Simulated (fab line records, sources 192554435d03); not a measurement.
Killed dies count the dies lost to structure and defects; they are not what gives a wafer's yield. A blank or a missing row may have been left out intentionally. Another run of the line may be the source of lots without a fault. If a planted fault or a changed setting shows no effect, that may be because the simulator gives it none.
fab line records	flow n5_finfet
record: lots: 7	wafers: 21
route steps=1938 shown BEOL_M3@980 BEOL_M4@1053 BEOL_M5@1129 BEOL_M6@1194
start_h: start of the lot's first displayed wafer, in hours after the record's first day	wait_h: hours elapsed since this lot's preceding step	" as in the row above	L1.1+2: one row covering several wafers at once	- value missing, or start not given	* or withheld: withheld	< > ~ a bound
route shown NAME@n: NAME is a module with steps in the file, n the number in the route of the first one	usual: mean and standard deviation over wafers with no fault	same: alike in all rows	chamber/n: place in a boat	sites: each site's reading	_std_site: the standard deviation of these	_edge_site: mean of outer sites minus mean of inner sites	radius_mm: how far each site lies from the wafer's centre	mask NAME#n: copy n	behind: the most recent tool/chamber to have shaped the wafer	hold: what put the lot on hold/how long, in hours/how the hold closed	device: whichever transistor did not switch (one of n, p or np)	end of line: the route-end tests of the same wafers	a step with no rows: only its recipe	killed: dies that structure and defects cost at the first sort, which is not the same as the wafer's yield	map: shows each die of a wafer: x if killed, . if not, _ if none is there
set.NAME: the run value of the setting; set.NAME@STEP: its run value at that earlier step	model.NAME: the simulator's own value behind a step, which no gauge read
one table per step and one row per wafer, for lots whose settings were changed on purpose
== steps ==
step: N5_BEOL_M3_TRENCH_ETCH_37
recipe: chemistry: C4F6/O2	target_depth_a: 555.55	target: SiOC	time_s: 29.2	ion_energy_ev: 250	pressure_mtorr: 30	source_w: 355	bias_w: 185	Ar_flow_sccm: 300	C4F6_flow_sccm: 10	O2_flow_sccm: 10
lot.wafer	tool	chamber	start_h	wait_h	set.time_s	model.BEOL_M3.feature_depth_nm	model.etch.depth_nm
L076.1	rie_diel-01	2	-	-	29.2	55.2	55.22
L076.2	"	0	"	"	29.2	55.8	55.76
L076.5	"	3	"	"	32.96	59.8	59.7
L078.1	rie_diel-02	1	-	-	33.52	62.4	62.37
L078.3	"	3	"	"	33.52	64	64.05
L078.6	"	1	"	"	29.2	54.2	54.16
L081.1	rie_diel-02	3	-	-	29.2	55.4	55.38
L081.4	"	1	"	"	29.2	54	54.03
L081.5	"	3	"	"	29.2	55.8	55.87
L086.1	rie_diel-06	1	-	-	29.2	54	54.03
L086.3	"	0	"	"	29.2	52.6	52.61
L086.6	"	2	"	"	29.2	53.6	53.6
L093.1	rie_diel-02	0	-	-	29.2	54	53.92
L093.5	"	2	"	"	29.2	54.2	54.27
L093.6	"	1	"	"	35.2	66.2	66.24
L094.1	rie_diel-06	0	-	-	31.89	57.2	57.18
L094.2	"	3	"	"	29.2	53.6	53.66
L094.6	"	0	"	"	29.2	52.8	52.79
L095.2	rie_diel-02	3	-	-	26.93	50.8	50.78
L095.3	"	2	"	"	26.93	49.4	49.42
L095.4	"	1	"	"	29.2	53.8	53.88
step: N5_BEOL_M3_ETCH_41
recipe: chemistry: CH3F/O2	target: SiCN	target_depth_a: 299	taper_deg: 2	time_s: 52.5	ion_energy_ev: 120	mask_material: TiN	pressure_mtorr: 30	source_w: 395	bias_w: 75	Ar_flow_sccm: 150	CH3F_flow_sccm: 30	O2_flow_sccm: 20
lot.wafer	tool	chamber	start_h	wait_h	set.target_depth_a	model.etch.depth_nm
L076.1	rie_diel-01	2	-	-	299	19.72
L076.2	"	0	"	"	299	19.79
L076.5	"	3	"	"	299	18.72
L078.1	rie_diel-02	1	-	-	299	19.32
L078.3	"	3	"	"	334.3	22.02
L078.6	"	1	"	"	334.3	21.8
L081.1	rie_diel-02	3	-	-	299	19.91
L081.4	"	1	"	"	299	19.15
L081.5	"	3	"	"	299	19.76
L086.1	rie_diel-06	1	-	-	268.6	17.27
L086.3	"	0	"	"	299	18.84
L086.6	"	2	"	"	299	19.29
L093.1	rie_diel-02	0	-	-	299	18.97
L093.5	"	2	"	"	321.9	20.84
L093.6	"	1	"	"	321.9	21
L094.1	rie_diel-06	0	-	-	313.8	19.76
L094.2	"	3	"	"	313.8	20.14
L094.6	"	0	"	"	313.8	19.85
L095.2	rie_diel-02	3	-	-	265.4	17.48
L095.3	"	2	"	"	265.4	17.01
L095.4	"	1	"	"	299	19.26
step: N5_BEOL_M3_STRIP_97
recipe: chemistry: N2/H2	time_s: 10	power_w: 450	temp_c: 40	pressure_mtorr: 20	rf_frequency_hz: 6e+07	bias_power_w: 7	n2_flow_sccm: 200	h2_flow_sccm: 200
step: N5_BEOL_M3_OCD_MEAS_38
usual: trench_depth_nm: 54.1/1.1
lot.wafer	tool	chamber	start_h	wait_h	set.time_s@BEOL_M3_TRENCH_ETCH_37	trench_depth_nm
L076.1	ocd-02	-	159.47	-	29.2	55.5
L076.2	"	-	"	"	29.2	55.9
L076.5	"	-	"	"	32.96	60.2
L078.1	ocd-02	-	169.30	-	33.52	61.8
L078.3	"	-	"	"	33.52	64.2
L078.6	"	-	"	"	29.2	54.6
L081.1	ocd-02	-	189.94	-	29.2	55.7
L081.4	"	-	"	"	29.2	54.2
L081.5	"	-	"	"	29.2	55.5
L086.1	ocd-02	-	220.55	-	29.2	53.9
L086.3	"	-	"	"	29.2	52.5
L086.6	"	-	"	"	29.2	53.6
L093.1	ocd-01	-	260.68	-	29.2	53.6
L093.5	"	-	"	"	29.2	54.3
L093.6	"	-	"	"	35.2	66.1
L094.1	ocd-01	-	268.99	-	31.89	56.6
L094.2	"	-	"	"	29.2	53.8
L094.6	"	-	"	"	29.2	52.8
L095.2	ocd-02	-	269.13	-	26.93	51.0
L095.3	"	-	"	"	26.93	49.2
L095.4	"	-	"	"	29.2	53.4
step: N5_BEOL_M4_EXPOSE_25
recipe: mask_id: V3	na: 0.33	source_shape: quasar	sigma_inner: 0.2	sigma_outer: 0.8	polarization: unpolarized	defocus_nm: 5	dose_mj: 63
lot.wafer	tool	chamber	start_h	wait_h	mask	set.dose_mj
L076.1+5	euv_scanner-02	0	167.53	-	V3#0	64.6
L076.2	"	0	"	"	V3#0	63
L078.1+6	euv_scanner-01	0	177.05	-	V3#0	63
L078.3	"	0	"	"	V3#0	58.35
L081.1+4+5	euv_scanner-01	0	196.57	-	V3#0	63
L086.1+6	euv_scanner-01	0	231.69	-	V3#0	63
L086.3	"	0	"	"	V3#0	66.46
L093.1+5+6	euv_scanner-01	0	270.06	-	V3#0	63
L094.1+6	euv_scanner-02	0	276.77	-	V3#0	65.24
L094.2	"	0	"	"	V3#0	63
L095.2	euv_scanner-02	0	276.92	-	V3#0	63
L095.3+4	"	0	"	"	V3#0	65.36
step: N5_BEOL_M4_PEB_26
recipe: peb_temp_c: 100	peb_time_s: 60	resist: CAR-EUV
step: N5_BEOL_M4_DEVELOP_27
recipe: develop_time_s: 30	developer: TMAH	resist: CAR-EUV	rinse_liquid: surfactant_rinse	dry: air_spin	dev_temp_c: 23
step: N5_BEOL_M4_CD_MEAS_28
recipe: target_cd_nm: 26.2	landing_energy_ev: 500	detector: se_inlens	target_cd_y_nm: 24.1	polarity: opening
usual: cd_nm: 26.27/0.25
lot.wafer	tool	chamber	start_h	wait_h	set.dose_mj@BEOL_M4_EXPOSE_25	cd_nm
L076.1	cd_sem-03	0	167.68	-	64.6	26.72
L076.2	"	0	"	"	63	26.07
L076.5	"	0	"	"	64.6	26.58
L078.1	cd_sem-02	0	177.19	-	63	26.45
L078.3	"	0	"	"	58.35	25.04
L078.6	"	0	"	"	63	26.21
L081.1	cd_sem-03	0	196.71	-	63	26.20
L081.4	"	0	"	"	63	26.10
L081.5	"	0	"	"	63	26.41
L086.1	cd_sem-02	0	231.83	-	63	26.74
L086.3	"	0	"	"	66.46	27.60
L086.6	"	0	"	"	63	26.40
L093.1	cd_sem-03	0	270.21	-	63	26.06
L093.5	"	0	"	"	63	26.34
L093.6	"	0	"	"	63	26.23
L094.1	cd_sem-03	0	276.92	-	65.24	26.54
L094.2	"	0	"	"	63	25.93
L094.6	"	0	"	"	65.24	26.77
L095.2	cd_sem-03	0	277.06	-	63	26.53
L095.3	"	0	"	"	65.36	27.32
L095.4	"	0	"	"	65.36	26.56
step: N5_BEOL_M4_DESCUM_33
recipe: chemistry: O2	time_s: 7	source_power_w: 50	bias_power_w: 20	pressure_mtorr: 20	rf_frequency_hz: 2.712e+07	temp_c: 40	resist: CAR-EUV	o2_flow_sccm: 225
lot.wafer	tool	chamber	start_h	wait_h	set.time_s	model.CAR-EUV_of_BEOL_M4_COAT_22.thk_nm
L076.1+2	rie_diel-04	0,3	167.99	0.2	7	26
L076.5	"	3	"	"	7.414	25.8
L078.1	rie_diel-03	0	177.32	0.0	7	25.8
L078.3	"	1	"	"	6.577	26.2
L078.6	"	0	"	"	6.577	26
L081.1+4	rie_diel-05	0,1	196.99	0.2	7	26.2
L081.5	"	0	"	"	7	26
L086.1+6	rie_diel-05	3	231.96	0.0	7.928	25.6
L086.3	"	2	"	"	7	26
L093.1+6	rie_diel-03	1,2	270.34	0.0	8.149	25.4
L093.5	"	3	"	"	7	25.8
L094.1+2	rie_diel-05	3,0	277.04	0.0	7	26
L094.6	"	0	"	"	6.195	26.4
L095.2	rie_diel-05	3	277.18	0.0	7	26.2
L095.3+4	"	1,2	"	"	5.847	26.8
step: N5_BEOL_M4_ETCH_77
recipe: chemistry: N2/H2	target: underlayer	target_depth_a: 65	mask_material: CAR-EUV	time_s: 5.2	ion_energy_ev: 200	pressure_mtorr: 30	source_w: 840	bias_w: 150	n2_flow_sccm: 200	h2_flow_sccm: 200	ends: cleared
lot.wafer	tool	chamber	start_h	wait_h	set.time_s@BEOL_M4_DESCUM_33	model.CAR-EUV_of_BEOL_M4_COAT_22.thk_nm
L076.1+2	rie_diel-04	0,3	168.03	0.0	7	20.4
L076.5	"	3	"	"	7.414	20
L078.1	rie_diel-03	0	177.35	0.0	7	20.2
L078.3	"	1	"	"	6.577	20.6
L078.6	"	0	"	"	6.577	20.4
L081.1+5	rie_diel-05	0	197.02	0.0	7	20.4
L081.4	"	1	"	"	7	20.6
L086.1+6	rie_diel-05	3	231.99	0.0	7.928	19.8
L086.3	"	2	"	"	7	20.4
L093.1+6	rie_diel-03	1,2	270.38	0.0	8.149	19.6
L093.5	"	3	"	"	7	20.2
L094.1	rie_diel-05	3	277.08	0.0	7	20.4
L094.2	"	0	"	"	7	20.2
L094.6	"	0	"	"	6.195	20.8
L095.2	rie_diel-05	3	277.21	0.0	7	20.4
L095.3+4	"	1,2	"	"	5.847	21
step: N5_BEOL_M4_ETCH_69
recipe: chemistry: CF4	target: SiARC	target_depth_a: 156	mask_material: CAR-EUV	time_s: 26	ion_energy_ev: 80	pressure_mtorr: 40	source_w: 545	bias_w: 36	Ar_flow_sccm: 100	cf4_flow_sccm: 100	ends: cleared
lot.wafer	tool	chamber	start_h	wait_h	set.time_s@BEOL_M4_DESCUM_33	model.CAR-EUV_of_BEOL_M4_COAT_22.thk_nm
L076.1+2	rie_diel-04	0,3	168.04	0.0	7	11.2
L076.5	"	3	"	"	7.414	10.8
L078.1	rie_diel-03	0	177.37	0.0	7	11
L078.3	"	1	"	"	6.577	11.4
L078.6	"	0	"	"	6.577	11.2
L081.1+5	rie_diel-05	0	197.04	0.0	7	11.2
L081.4	"	1	"	"	7	11.4
L086.1+6	rie_diel-05	3	232.01	0.0	7.928	10.6
L086.3	"	2	"	"	7	11.2
L093.1+6	rie_diel-03	1,2	270.39	0.0	8.149	10.4
L093.5	"	3	"	"	7	11
L094.1+2	rie_diel-05	3,0	277.09	0.0	7	11
L094.6	"	0	"	"	6.195	11.6
L095.2	rie_diel-05	3	277.23	0.0	7	11.2
L095.3+4	"	1,2	"	"	5.847	11.8
step: N5_BEOL_M4_ALD_98
recipe: material: SiO2	target_thk_a: 25	temp_c: 100	ald_precursor_family: BDEAS	ald_co_reactant: O2-plasma	pulse_time_s: 1	co_reactant_pulse_time_s: 1	purge_time_s: 2	co_reactant_purge_time_s: 2	ald_cycles: 17	pressure_torr: 2
step: N5_BEOL_M4_ETCHBACK_99
recipe: chemistry: CHF3	target: SiO2	target_depth_a: 50	time_s: 10.4	source_w: 215	bias_w: 47	Ar_flow_sccm: 200	CHF3_flow_sccm: 12	ion_energy_ev: 100	pressure_mtorr: 30
lot.wafer	tool	chamber	start_h	wait_h	set.time_s@BEOL_M4_DESCUM_33	model.CAR-EUV_of_BEOL_M4_COAT_22.thk_nm
L076.1+2	rie_diel-04	2,3	171.64	3.5	7	10.4
L076.5	"	1	"	"	7.414	10.2
L078.1	rie_diel-04	2	179.54	0.6	7	10.2
L078.3	"	0	"	"	6.577	10.6
L078.6	"	0	"	"	6.577	10.4
L081.1+4	rie_diel-03	3,0	198.71	1.5	7	10.6
L081.5	"	0	"	"	7	10.4
L086.1	rie_diel-04	1	233.67	1.5	7.928	10
L086.3	"	2	"	"	7	10.4
L086.6	"	3	"	"	7.928	9.8
L093.1	rie_diel-04	3	272.24	1.7	8.149	9.6
L093.5	"	1	"	"	7	10.2
L093.6	"	3	"	"	8.149	9.8
L094.1+2	rie_diel-05	3,0	277.75	0.2	7	10.4
L094.6	"	0	"	"	6.195	10.8
L095.2	rie_diel-05	1	278.17	0.2	7	10.4
L095.3	"	0	"	"	5.847	11.2
L095.4	"	3	"	"	5.847	11
step: N5_BEOL_M5_DESCUM_16
recipe: chemistry: O2	time_s: 7	source_power_w: 50	bias_power_w: 20	pressure_mtorr: 20	rf_frequency_hz: 2.712e+07	temp_c: 40	resist: CAR-EUV	o2_flow_sccm: 225
lot.wafer	tool	chamber	start_h	wait_h	set.time_s	model.CAR-EUV_of_BEOL_M5_COAT_05.thk_nm
L076.1+5	rie_diel-01	3,2	179.98	0.0	7	26.2
L076.2	"	0	"	"	6.524	26.4
L078.1+6	rie_diel-01	0,3	189.44	0.0	7	26.2
L078.3	"	3	"	"	6.555	26.4
L081.1+4+5	rie_diel-01	0,2,2	208.16	0.2	7	26.2
L086.1	rie_diel-06	2	241.57	0.0	7.881	25.6
L086.3	"	3	"	"	7	26.2
L086.6	"	1	"	"	7	26
L093.1	rie_diel-02	3	279.48	0.3	6.065	26.6
L093.5	"	3	"	"	7	26
L093.6	"	0	"	"	6.065	26.8
L094.1+6	rie_diel-06	3,0	285.52	0.0	7	26.2
L094.2	"	0	"	"	7.719	25.6
L095.2+3+4	rie_diel-01	3,1,2	287.10	0.3	5.919	26.6
step: N5_BEOL_M6_ILD_DEP_00
recipe: material: SiCOH_lowk	target_thk_a: 1797.5	temp_c: 300	precursor: DEMS/porogen	pressure_torr: 5	rf_w: 500	time_s: 33.4
lot.wafer	tool	chamber	start_h	wait_h	set.time_s	model.SiCOH_lowk_of_BEOL_M6_ILD_DEP_00.thk_nm
L076.1	pecvd-03	1	191.70	0.0	35.4	191.2
L076.2	"	2	"	"	33.4	178.8
L076.5	"	1	"	"	33.4	181.2
L078.1	pecvd-04	2	200.64	0.0	30.31	161.4
L078.3	"	0	"	"	33.4	177
L078.6	"	2	"	"	33.4	181
L081.1	pecvd-04	2	216.50	0.0	33.4	177
L081.4	"	2	"	"	33.4	180.4
L081.5	"	1	"	"	33.4	179.4
L086.1	pecvd-04	2	251.15	0.0	33.4	177.6
L086.3	"	0	"	"	33.4	177.2
L086.6	"	2	"	"	33.4	179.2
L093.1	pecvd-03	0	288.27	0.0	33.4	179.8
L093.5	"	0	"	"	33.4	181.4
L093.6	"	2	"	"	33.4	185.6
L094.1	pecvd-03	0	295.77	0.0	36.51	195.8
L094.2	"	2	"	"	36.51	197
L094.6	"	0	"	"	36.51	198.2
L095.2	pecvd-02	2	299.97	0.0	37.38	198.8
L095.3	"	0	"	"	33.4	177.8
L095.4	"	1	"	"	33.4	182.8
step: N5_BEOL_M6_CURE_74
recipe: temp_c: 385	time_s: 240	ambient: He/Ar	material: SiCOH_lowk
lot.wafer	tool	chamber	start_h	wait_h	set.time_s@BEOL_M6_ILD_DEP_00	model.SiCOH_lowk_of_BEOL_M6_ILD_DEP_00.thk_nm
L076.1	uv_cure-02	0	191.77	0.0	35.4	165
L076.2	"	0	"	"	33.4	154.2
L076.5	"	0	"	"	33.4	156.2
L078.1	uv_cure-02	2	200.70	0.0	30.31	139
L078.3	"	2	"	"	33.4	152.6
L078.6	"	2	"	"	33.4	156
L081.1	uv_cure-02	2	216.57	0.1	33.4	152.6
L081.4	"	2	"	"	33.4	155.6
L081.5	"	2	"	"	33.4	154.6
L086.1	uv_cure-01	0	251.21	0.0	33.4	153
L086.3	"	0	"	"	33.4	152.8
L086.6	"	0	"	"	33.4	154.4
L093.1	uv_cure-03	2	288.36	0.1	33.4	155
L093.5	"	2	"	"	33.4	156.4
L093.6	"	2	"	"	33.4	160
L094.1	uv_cure-02	1	295.86	0.1	36.51	169
L094.2	"	1	"	"	36.51	170
L094.6	"	1	"	"	36.51	171.2
L095.2	uv_cure-02	1	300.11	0.1	37.38	171.6
L095.3	"	1	"	"	33.4	153.2
L095.4	"	1	"	"	33.4	157.6
step: N5_BEOL_M6_THK_MEAS_01
recipe: reads: SiCOH_lowk_of_BEOL_M6_ILD_DEP_00
usual: M6_ILD_THK: 155.3/2
lot.wafer	tool	chamber	start_h	wait_h	set.time_s@BEOL_M6_ILD_DEP_00	M6_ILD_THK[nm]
L076.1	film_metro-01	-	192.28	0.4	35.4	165.2
L076.2	"	-	"	"	33.4	154.3
L076.5	"	-	"	"	33.4	156.3
L078.1	film_metro-02	-	201.21	0.4	30.31	138.9
L078.3	"	-	"	"	33.4	152.6
L078.6	"	-	"	"	33.4	155.9
L081.1	film_metro-01	-	217.08	0.4	33.4	152.6
L081.4	"	-	"	"	33.4	155.7
L081.5	"	-	"	"	33.4	154.8
L086.1	film_metro-01	-	251.92	0.6	33.4	153.1
L086.3	"	-	"	"	33.4	152.7
L086.6	"	-	"	"	33.4	154.5
L093.1	film_metro-01	-	288.87	0.4	33.4	154.9
L093.5	"	-	"	"	33.4	156.4
L093.6	"	-	"	"	33.4	160.2
L094.1	film_metro-01	-	296.37	0.4	36.51	169.0
L094.2	"	-	"	"	36.51	169.9
L094.6	"	-	"	"	36.51	170.9
L095.2	film_metro-01	-	300.55	0.4	37.38	171.6
L095.3	"	-	"	"	33.4	153.3
L095.4	"	-	"	"	33.4	157.6
step: N5_BEOL_M6_HM_DEP_02
recipe: material: TiN	target_thk_a: 200	temp_c: 25	chamber_pressure_pa: 0.49996
lot.wafer	tool	chamber	start_h	wait_h	set.target_thk_a	model.TiN_of_BEOL_M6_HM_DEP_02.thk_nm
L076.1	pvd_sputter-03	-	193.43	1.1	181.8	18.2
L076.2	"	-	"	"	181.8	19
L076.5	"	-	"	"	200	20.4
L078.1	pvd_sputter-01	-	202.98	1.7	190.1	19.2
L078.3	"	-	"	"	190.1	19
L078.6	"	-	"	"	200	20.4
L081.1+4+5	pvd_sputter-03	-	219.45	2.3	200	20.2
L086.1	pvd_sputter-03	-	252.47	0.5	213.6	22.2
L086.3	"	-	"	"	213.6	21.8
L086.6	"	-	"	"	200	20.4
L093.1	pvd_sputter-03	-	290.97	2.0	200	19.8
L093.5	"	-	"	"	200	19.4
L093.6	"	-	"	"	174.9	17.6
L094.1	pvd_sputter-01	-	298.29	1.9	200	20.2
L094.2	"	-	"	"	200	20
L094.6	"	-	"	"	218.5	21.8
L095.2	pvd_sputter-01	-	301.79	1.2	200	20.4
L095.3	"	-	"	"	180.8	18.2
L095.4	"	-	"	"	200	20.2
step: N5_BEOL_M6_COAT_59
recipe: resist: SOC	temp_c: 250	time_s: 60	spin_rpm: 1500	resist_thk_nm: 100
step: N5_BEOL_M6_COAT_60
recipe: resist: SiARC	temp_c: 220	time_s: 60	spin_rpm: 1500	resist_thk_nm: 35
step: N5_BEOL_M6_STRIP_68
recipe: chemistry: N2/H2	temp_c: 40	n2_flow_sccm: 200	h2_flow_sccm: 200	rf_frequency_hz: 6e+07
step: N5_BEOL_M6_STRIP_67
recipe: chemistry: CF4	resist: SiARC	power_w: 300	bias_power_w: 75	pressure_mtorr: 50	cf4_flow_sccm: 150	rf_frequency_hz: 6e+07
step: N5_BEOL_M6_HM_OPEN_17
recipe: chemistry: Cl2/BCl3	target_depth_a: 200	overetch_a: 60	target: TiN	mask_material: SOC	ion_energy_ev: 150	pressure_mtorr: 10	icp_w: 1000	bias_w: 126	Cl2_flow_sccm: 53.25	bcl3_flow_sccm: 21.75	Ar_flow_sccm: 25
lot.wafer	tool	chamber	start_h	wait_h	set.target_thk_a@BEOL_M6_HM_DEP_02	model.etch.depth_nm
L076.1	rie_metal-03	1	194.17	0.0	181.8	18.17
L076.2	"	0	"	"	181.8	18.91
L076.5	"	1	"	"	200	20.41
L078.1	rie_metal-01	1	204.49	0.0	190.1	19.27
L078.3	"	0	"	"	190.1	18.93
L078.6	"	1	"	"	200	20.31
L081.1	rie_metal-01	1	220.57	0.0	200	20.29
L081.4	"	1	"	"	200	20.19
L081.5	"	1	"	"	200	20.2
L086.1	rie_metal-02	0	253.59	0.0	213.6	22.2
L086.3	"	0	"	"	213.6	21.76
L086.6	"	0	"	"	200	20.45
L093.1	rie_metal-01	0	291.85	0.0	200	19.88
L093.5	"	1	"	"	200	19.44
L093.6	"	0	"	"	174.9	17.51
L094.1	rie_metal-03	0	299.27	0.0	200	20.27
L094.2	"	1	"	"	200	19.91
L094.6	"	0	"	"	218.5	21.86
L095.2	rie_metal-03	0	302.71	0.0	200	20.45
L095.3	"	1	"	"	180.8	18.27
L095.4	"	0	"	"	200	20.2
== key ==
split: step: N5_BEOL_M3_TRENCH_ETCH_37	setting: time_s	stated: 29.2	by: wafer
response: step: N5_BEOL_M3_TRENCH_ETCH_37	reading: model.BEOL_M3.feature_depth_nm	change: +0.528	per: 1%	r: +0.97
response: step: N5_BEOL_M3_TRENCH_ETCH_37	reading: model.etch.depth_nm	change: +0.529	per: 1%	r: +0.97
response: step: N5_BEOL_M3_OCD_MEAS_38	reading: trench_depth_nm	change: +0.512	per: 1%	r: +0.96
split: step: N5_BEOL_M3_ETCH_41	setting: target_depth_a	stated: 299	by: wafer
response: step: N5_BEOL_M3_ETCH_41	reading: model.etch.depth_nm	change: +0.202	per: 1%	r: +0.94
split: step: N5_BEOL_M4_EXPOSE_25	setting: dose_mj	stated: 63	by: wafer
response: step: N5_BEOL_M4_CD_MEAS_28	reading: cd_nm	change: +0.176	per: 1%	r: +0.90
split: step: N5_BEOL_M4_DESCUM_33	setting: time_s	stated: 7	by: wafer
response: step: N5_BEOL_M4_DESCUM_33	reading: model.CAR-EUV_of_BEOL_M4_COAT_22.thk_nm	change: -0.0319	per: 1%	r: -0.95
response: step: N5_BEOL_M4_ETCH_77	reading: model.CAR-EUV_of_BEOL_M4_COAT_22.thk_nm	change: -0.0409	per: 1%	r: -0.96
response: step: N5_BEOL_M4_ETCH_69	reading: model.CAR-EUV_of_BEOL_M4_COAT_22.thk_nm	change: -0.0421	per: 1%	r: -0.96
response: step: N5_BEOL_M4_ETCHBACK_99	reading: model.CAR-EUV_of_BEOL_M4_COAT_22.thk_nm	change: -0.0369	per: 1%	r: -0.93
split: step: N5_BEOL_M5_DESCUM_16	setting: time_s	stated: 7	by: wafer
response: step: N5_BEOL_M5_DESCUM_16	reading: model.CAR-EUV_of_BEOL_M5_COAT_05.thk_nm	change: -0.0462	per: 1%	r: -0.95
split: step: N5_BEOL_M6_ILD_DEP_00	setting: time_s	stated: 33.4	by: wafer
response: step: N5_BEOL_M6_ILD_DEP_00	reading: model.SiCOH_lowk_of_BEOL_M6_ILD_DEP_00.thk_nm	change: +1.71	per: 1%	r: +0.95
response: step: N5_BEOL_M6_CURE_74	reading: model.SiCOH_lowk_of_BEOL_M6_ILD_DEP_00.thk_nm	change: +1.49	per: 1%	r: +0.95
response: step: N5_BEOL_M6_THK_MEAS_01	reading: M6_ILD_THK	change: +1.49	per: 1%	r: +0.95
split: step: N5_BEOL_M6_HM_DEP_02	setting: target_thk_a	stated: 200	by: wafer
response: step: N5_BEOL_M6_HM_DEP_02	reading: model.TiN_of_BEOL_M6_HM_DEP_02.thk_nm	change: +0.194	per: 1%	r: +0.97
response: step: N5_BEOL_M6_HM_OPEN_17	reading: model.etch.depth_nm	change: +0.197	per: 1%	r: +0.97
